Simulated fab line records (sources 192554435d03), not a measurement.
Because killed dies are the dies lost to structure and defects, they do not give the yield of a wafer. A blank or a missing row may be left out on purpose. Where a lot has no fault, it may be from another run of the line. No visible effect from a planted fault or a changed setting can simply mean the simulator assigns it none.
fab line records :: flow n5Finfet
[record]
  lots = 3
  wafers = 9
  lastDay = 18
route steps=1938 shown BEOL_M15@1819 PASS1_DEP@1831 MIM_BOT@1832 MIM_TOP@1834 MIM_TOP_LITHO@1839 MIM_TOP_ETCH@1851 MIM_BOT_LITHO@1854 MIM_BOT_ETCH@1868
lots that met no fault: from a run of the same line without faults
startH: the number of hours between the record's first day and the start of the first shown wafer of the lot :: waitH: how many hours have passed since the lot's step before this one :: " identical to the entry in the row above :: L1.1+2: several wafers, shown together as one row :: - no value, or no start was given :: * or withheld: withheld :: < > ~ a bound
route shown NAME@n: a module of which the file shows steps, and the number in the route of the first :: usual: mean/standard deviation taken from wafers without a fault :: same: alike in all rows :: chamber/n: place in a boat :: sites: the reading at each site :: _std_site: their standard deviation :: _edge_site: mean of outer sites minus mean of inner sites :: radiusMm: how far each site lies from the wafer's centre :: mask NAME#n: copy n :: behind: the tool/chamber that last shaped the wafer :: hold: cause of the lot's hold/its duration in hours/its outcome :: device: the transistor (n, p or np) that didn't switch :: end of line: the tests these same wafers got at the end of their route :: where a step has no rows: the recipe by itself :: killed: dies lost to structure and defects at the first sort, not the wafer's yield :: map: a wafer's dies, x killed, . not, _ none there
set.NAME: setting as actually run; set.NAME@STEP: the setting as run at that earlier step :: model.NAME: the simulator's own value behind a step, which no gauge read
lots at some steps of the route; a table a step, a row a wafer
services: the hour from which a tool's chamber was out of use, counted from the record's first day as startH (under 0 if before that day), plus the number of hours and why
[[steps]]
[step N5_BEOL_M15_SPUTTER_43]
[recipe]
  material = TaN
  targetThkA = 150
  tempC = 50
  biasV = 168.6
  powerW = 15000
  chamberPressurePa = 0.12
  timeS = 24.19
[step N5_BEOL_M15_SPUTTER_44]
[recipe]
  material = Ta
  targetThkA = 150
  tempC = 50
  biasV = 80
  powerW = 15000
  chamberPressurePa = 0.07
  timeS = 24.19
[step N5_BEOL_M15_SPUTTER_45]
[recipe]
  material = Cu
  targetThkA = 1000
  tempC = -20
  biasV = 60
  powerW = 26000
  chamberPressurePa = 0.13
  timeS = 16.67
[step N5_BEOL_M15_ECD_47]
[recipe]
  material = Cu
  targetThkA = 18600
[step N5_BEOL_M15_ANNEAL_48]
[recipe]
  tempC = 225
  timeS = 90
  ambient = N2
[step N5_BEOL_M15_CMP_49]
[recipe]
  stopOn = SiO2
  tOverpolishS = 4.9
  downForcePsi = 2
  platenRpm = 80
  clearingPlatenDownForcePsi = 2
  clearingPlatenRpm = 80
  postCmpClean = cuAlkaline
  targetThkNm = 850
  clearingPlatenPadVelocityMS = 1.5917
  padVelocityMS = 1.5917
[step N5_BEOL_M15_PRE_CLEAN_52]
[recipe]
  gas = NH3
  timeS = 15
  tempC = withheld
  rfPowerW = 300
[step N5_BEOL_M15_DEP_53]
[recipe]
  material = SiCN
  targetThkA = 500
  tempC = withheld
  precursor = 3MS/NH3
  pressureTorr = 3
  rfW = 675
  timeS = 17.8
[step N5_PASSIVATION_PECVD_00]
[recipe]
  material = SiO2
  targetThkA = 2000
  tempC = 400
  precursor = SiH4/N2O
  pressureTorr = 2.7
  rfW = 608
  timeS = 11.2
[usual]
  heaterPowerW = 736/100
  rfFwdPowerW = 599.3/2.4
  showerheadPlenumPTorr = 8.23/0.17
  throttleValvePct = 52/3.7
lot.wafer: L839.1
tool: pecvd-02
chamber: 1
startH: 346.68
waitH: 0.8
heaterPowerW: 755
rfFwdPowerW: 596.9
showerheadPlenumPTorr: 7.93
throttleValvePct: 56
model.SiO2_of_PASSIVATION_PECVD_00.thkNm: 200.4

lot.wafer: L839.2
tool: pecvd-02
chamber: 2
startH: 346.68
waitH: 0.8
heaterPowerW: 795
rfFwdPowerW: 597.3
showerheadPlenumPTorr: 8.21
throttleValvePct: 45
model.SiO2_of_PASSIVATION_PECVD_00.thkNm: 366.6

lot.wafer: L839.3
tool: pecvd-02
chamber: 0
startH: 346.68
waitH: 0.8
heaterPowerW: 677
rfFwdPowerW: 600.8
showerheadPlenumPTorr: 8.34
throttleValvePct: 51
model.SiO2_of_PASSIVATION_PECVD_00.thkNm: 198.6

lot.wafer: L844.2
tool: pecvd-03
chamber: 1
startH: 370.36
waitH: 0.7
heaterPowerW: 641
rfFwdPowerW: 599.5
showerheadPlenumPTorr: 8.09
throttleValvePct: 51
model.SiO2_of_PASSIVATION_PECVD_00.thkNm: 196.2

lot.wafer: L844.3
tool: pecvd-03
chamber: 0
startH: 370.36
waitH: 0.7
heaterPowerW: 610
rfFwdPowerW: 603.1
showerheadPlenumPTorr: 8.31
throttleValvePct: 51
model.SiO2_of_PASSIVATION_PECVD_00.thkNm: 193.2

lot.wafer: L844.4
tool: pecvd-03
chamber: 0
startH: 370.36
waitH: 0.7
heaterPowerW: 609
rfFwdPowerW: 600.3
showerheadPlenumPTorr: 8.30
throttleValvePct: 51
model.SiO2_of_PASSIVATION_PECVD_00.thkNm: 199.8

lot.wafer: L850.1
tool: pecvd-02
chamber: 0
startH: 419.51
waitH: 0.8
heaterPowerW: 724
rfFwdPowerW: 597.3
showerheadPlenumPTorr: 8.31
throttleValvePct: 51
model.SiO2_of_PASSIVATION_PECVD_00.thkNm: 200.8

lot.wafer: L850.5
tool: pecvd-02
chamber: 0
startH: 419.51
waitH: 0.8
heaterPowerW: 729
rfFwdPowerW: 596.5
showerheadPlenumPTorr: 8.33
throttleValvePct: 52
model.SiO2_of_PASSIVATION_PECVD_00.thkNm: 204.8

lot.wafer: L850.6
tool: pecvd-02
chamber: 1
startH: 419.51
waitH: 0.8
heaterPowerW: 752
rfFwdPowerW: 602.0
showerheadPlenumPTorr: 7.94
throttleValvePct: 56
model.SiO2_of_PASSIVATION_PECVD_00.thkNm: 207.4
[step N5_MIM_BOT_DEGAS_01]
[recipe]
  ambient = vacuum
  tempC = 300
  timeS = 60
[step N5_MIM_BOT_SPUTTER_00]
[recipe]
  material = TiN
  targetThkA = 350
  tempC = 200
  powerW = 3000
  chamberPressurePa = 0.49996
  gas = Ar
  reactivePartialPa = 0.37997
  timeS = 89.7
[step N5_MIM_TOP_ALD_00]
[recipe]
  material = Al2O3
  targetThkA = *
  tempC = withheld
  aldPrecursorFamily = TMA
  aldCoReactant = O3
  pulseTimeS = withheld
  purgeTimeS = 3
  coReactantPurgeTimeS = withheld
  coReactantPulseTimeS = 3
  aldCycles = withheld
[step N5_MIM_TOP_ALD_01]
[recipe]
  material = HfO2
  targetThkA = 56
  tempC = withheld
  aldPrecursorFamily = Hf-amide
  aldCoReactant = O3
  pulseTimeS = 1
  purgeTimeS = 3
  coReactantPurgeTimeS = 2
  coReactantPulseTimeS = 3
  aldCycles = 62
[step N5_MIM_TOP_ALD_02]
[recipe]
  material = Al2O3
  targetThkA = *
  tempC = withheld
  aldPrecursorFamily = TMA
  aldCoReactant = O3
  pulseTimeS = withheld
  purgeTimeS = 3
  coReactantPurgeTimeS = withheld
  coReactantPulseTimeS = 3
  aldCycles = withheld
[step N5_MIM_TOP_DEGAS_04]
[recipe]
  ambient = vacuum
  tempC = 300
  timeS = 60
[step N5_MIM_TOP_SPUTTER_03]
[recipe]
  material = TiN
  targetThkA = 350
  tempC = 200
  powerW = 3000
  chamberPressurePa = 0.49996
  gas = Ar
  reactivePartialPa = 0.37997
  timeS = 89.7
[step N5_MIM_TOP_LITHO_HMDS_01]
[recipe]
  timeS = 60
  tempC = 120
[step N5_MIM_TOP_LITHO_COAT_02]
[recipe]
  spinRpm = *
  resistThkNm = *
[step N5_MIM_TOP_LITHO_EBR_04]
[recipe]
  solvent = PGMEA
  ebrWidthMm = 1.5
[step N5_MIM_TOP_LITHO_SOFTBAKE_03]
[recipe]
  tempC = 100
  timeS = 90
[step N5_MIM_TOP_LITHO_EXPOSE_05]
[recipe]
  maskId = MIM_TOP
  na = 0.55
  sourceShape = conventional
  sigmaOuter = 0.8
  polarization = unpolarized
  targetCdNm = 2000
  doseMj = 20.5
[step N5_MIM_TOP_LITHO_PEB_06]
[recipe]
  pebTempC = withheld
  pebTimeS = *
[step N5_MIM_TOP_LITHO_DEVELOP_07]
[recipe]
  developTimeS = 60
  rinseLiquid = diw
  dry = airSpin
  devTempC = 21
[step N5_MIM_TOP_LITHO_HARDBAKE_09]
[recipe]
  tempC = 130
  timeS = 120
[step N5_MIM_TOP_LITHO_DESCUM_10]
[recipe]
  chemistry = O2
  timeS = 7.9
  sourcePowerW = 50
  biasPowerW = 20
  pressureMtorr = 20
  rfFrequencyHz = 2.712e+07
  tempC = 40
  o2FlowSccm = 225
[step N5_MIM_TOP_ETCH_ETCH_00]
[recipe]
  chemistry = Cl2/BCl3
  target = TiN
  targetDepthA = 385
  ionEnergyEv = 150
  pressureMtorr = 10
  icpW = 1000
  biasW = 126
  Cl2_flow_sccm = 53.25
  bcl3FlowSccm = 21.75
  Ar_flow_sccm = 25
[step N5_MIM_TOP_ETCH_STRIP_01]
[recipe]
  chemistry = O2
  powerW = 600
  tempC = 60
  pressureMtorr = 30
  rfFrequencyHz = 6e+07
  biasPowerW = 0
  overashFraction = 0.5
  o2FlowSccm = 225
[step N5_MIM_TOP_ETCH_PECVD_03]
[recipe]
  material = SiNx
  targetThkA = 200
  tempC = 400
  precursor = SiH4/NH3/N2
  pressureTorr = 1.5
  rfW = 300
  timeS = 17.6
[step N5_MIM_BOT_LITHO_HMDS_01]
[recipe]
  timeS = 60
  tempC = 120
[step N5_MIM_BOT_LITHO_COAT_02]
[recipe]
  spinRpm = *
  resistThkNm = *
[step N5_MIM_BOT_LITHO_EBR_04]
[recipe]
  solvent = PGMEA
  ebrWidthMm = 1.5
[step N5_MIM_BOT_LITHO_SOFTBAKE_03]
[recipe]
  tempC = 100
  timeS = 90
[step N5_MIM_BOT_LITHO_EXPOSE_05]
[recipe]
  maskId = MIM_BOT
  na = 0.55
  sourceShape = conventional
  sigmaOuter = 0.8
  polarization = unpolarized
  doseMj = 24.25
[step N5_MIM_BOT_LITHO_PEB_06]
[recipe]
  pebTempC = withheld
  pebTimeS = *
[step N5_MIM_BOT_LITHO_DEVELOP_07]
[recipe]
  developTimeS = 60
  rinseLiquid = diw
  dry = airSpin
  devTempC = 21
[step N5_MIM_BOT_ETCH_ETCH_00]
[recipe]
  chemistry = Cl2/BCl3
  target = TiN
  targetDepthA = 455
  ionEnergyEv = 150
  pressureMtorr = 10
  icpW = 1000
  biasW = 126
  Cl2_flow_sccm = 53.25
  bcl3FlowSccm = 21.75
  Ar_flow_sccm = 25
[usual]
  bcl3FlowSccm = 21.76/0.069
  drypumpMotorCurrentA = 6.0/0.39
  oesProductAu = 0.80/0.13
  rfFwdPowerW = 995/3.1
  throttleValvePct = 21.9/0.33
lot.wafer: L839.1
tool: rieMetal-01
chamber: 0
startH: 351.25
waitH: 0.1
bcl3FlowSccm: 21.71
drypumpMotorCurrentA: 6.0
oesProductAu: 0.75
rfFwdPowerW: 994
rfHoursCounterH: 55
throttleValvePct: 21.7
model.SiO2_of_PASSIVATION_PECVD_00.thkNm: 197.8

lot.wafer: L839.2
tool: rieMetal-01
chamber: 1
startH: 351.25
waitH: 0.1
bcl3FlowSccm: 21.75
drypumpMotorCurrentA: 6.4
oesProductAu: 0.97
rfFwdPowerW: 990
rfHoursCounterH: 5
throttleValvePct: 21.4
model.SiO2_of_PASSIVATION_PECVD_00.thkNm: 363.8

lot.wafer: L839.3
tool: rieMetal-01
chamber: 0
startH: 351.25
waitH: 0.1
bcl3FlowSccm: 21.76
drypumpMotorCurrentA: 6.0
oesProductAu: 0.75
rfFwdPowerW: 996
rfHoursCounterH: -
throttleValvePct: 21.7
model.SiO2_of_PASSIVATION_PECVD_00.thkNm: 196

lot.wafer: L844.2
tool: rieMetal-03
chamber: 1
startH: 374.67
waitH: 0.1
bcl3FlowSccm: 21.82
drypumpMotorCurrentA: 5.6
oesProductAu: 0.70
rfFwdPowerW: 998
rfHoursCounterH: 77
throttleValvePct: 22.4
model.SiO2_of_PASSIVATION_PECVD_00.thkNm: 193.6

lot.wafer: L844.3
tool: rieMetal-03
chamber: 1
startH: 374.67
waitH: 0.1
bcl3FlowSccm: 21.86
drypumpMotorCurrentA: 5.6
oesProductAu: 0.71
rfFwdPowerW: 1000
rfHoursCounterH: -
throttleValvePct: 22.4
model.SiO2_of_PASSIVATION_PECVD_00.thkNm: 190.6

lot.wafer: L844.4
tool: rieMetal-03
chamber: 0
startH: 374.67
waitH: 0.1
bcl3FlowSccm: 21.83
drypumpMotorCurrentA: 6.6
oesProductAu: 0.93
rfFwdPowerW: 996
rfHoursCounterH: -
throttleValvePct: 21.6
model.SiO2_of_PASSIVATION_PECVD_00.thkNm: 197.2

lot.wafer: L850.1
tool: rieMetal-01
chamber: 1
startH: 423.44
waitH: 0.1
bcl3FlowSccm: 21.60
drypumpMotorCurrentA: 6.5
oesProductAu: 0.92
rfFwdPowerW: 996
rfHoursCounterH: 12
throttleValvePct: 21.4
model.SiO2_of_PASSIVATION_PECVD_00.thkNm: 198.2

lot.wafer: L850.5
tool: rieMetal-01
chamber: 0
startH: 423.44
waitH: 0.1
bcl3FlowSccm: 21.83
drypumpMotorCurrentA: 6.0
oesProductAu: 0.73
rfFwdPowerW: 1000
rfHoursCounterH: -
throttleValvePct: 21.7
model.SiO2_of_PASSIVATION_PECVD_00.thkNm: 202.2

lot.wafer: L850.6
tool: rieMetal-01
chamber: 1
startH: 423.44
waitH: 0.1
bcl3FlowSccm: 21.72
drypumpMotorCurrentA: 6.4
oesProductAu: 0.91
rfFwdPowerW: 1000
rfHoursCounterH: -
throttleValvePct: 21.4
model.SiO2_of_PASSIVATION_PECVD_00.thkNm: 204.6
[[services]]
tool: pecvd-02
chamber: 0
startH: 360.85
hours: 5.5
kind: scheduledDown

tool: pecvd-02
chamber: 2
startH: 368.27
hours: 2.1
kind: scheduledDown

tool: pecvd-03
chamber: 1
startH: 381.12
hours: 6.1
kind: repair

tool: pecvd-03
chamber: 0
startH: 388.53
hours: 2.1
kind: scheduledDown

tool: pecvd-02
chamber: -
startH: 390.88
hours: 2.7
kind: repair

tool: pecvd-03
chamber: -
startH: 417.53
hours: 6.0
kind: pm
[[key]]
firstSign none at tools or gauges
[modelEffect]
  step = N5_PASSIVATION_PECVD_00
  value = SiO2_of_PASSIVATION_PECVD_00.thkNm
  without = 197.8
  struck = 366.6
[modelEffect]
  step = N5_MIM_BOT_ETCH_ETCH_00
  value = SiO2_of_PASSIVATION_PECVD_00.thkNm
  without = 195.2
  struck = 363.8
metAt N5_PASSIVATION_PECVD_00
struckWafers L839.2
[fault]
  kind = processParameterDrift
  tool = pecvd-02
  chamber = -
  onsetH = 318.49
  steps = N5_PASSIVATION_PECVD_00
  channel = timeS
  offset = *
  shape = step
  endH = 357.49
  scope = struckWafersOnly
  actsIn = *
  stated = *
